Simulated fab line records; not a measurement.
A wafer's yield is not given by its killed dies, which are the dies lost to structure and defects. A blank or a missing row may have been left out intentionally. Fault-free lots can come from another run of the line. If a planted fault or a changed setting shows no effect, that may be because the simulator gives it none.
Chamber matching    flow nand_harc    rie_diel-02 running NHARC_A_M1_ETCH_35: 4 sister chambers
The step etches the open film in N2/H2, target depth 40 nm, overetch 12 nm, time 43.94 s. 4 wafers are shown with their chamber, then 8 later ones without.

## WAFERS PAIRED WITH THEIR CHAMBERS
wafer   chamber  drypump_motor_current_A (A)
L076.4  2        5.70
L087.1  3        5.73
L087.5  1        5.97
L090.1  0        5.53

## WAFERS WITH NO CHAMBER GIVEN
wafer   drypump_motor_current_A (A)
L090.3  5.93
L090.5  5.99
L096.3  5.67
L096.5  5.93
L096.6  5.52
L097.2  5.65
L097.3  5.97
L097.6  5.70

## WHICH CHAMBER EACH ONE RAN IN
wafer   from the rows above      in truth
L090.3  1                        1
L090.5  1                        1
L096.3  can't be placed: 2 or 3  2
L096.5  1                        1
L096.6  0                        0
L097.2  can't be placed: 2 or 3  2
L097.3  1                        1
L097.6  can't be placed: 2 or 3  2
Placed correctly: 5 of 8. Unplaceable from these rows: 3, with the true chamber sitting among the candidates in 3. Wrongly placed: 0.
How it was worked out, from the rows above alone: a wafer's distance from a chamber is the root of the sum, over the readings, of the square of ((its reading less the chamber's mean) divided by the reading's scatter). If the next closest chamber is less than 2 further off than the closest, the wafer can't be placed; otherwise it belongs to the closest. Each chamber's mean is taken over the wafers shown for it. The scatter: with one shown wafer a chamber, the root of the mean of the squares of how far each hidden wafer lies from its nearest shown one.
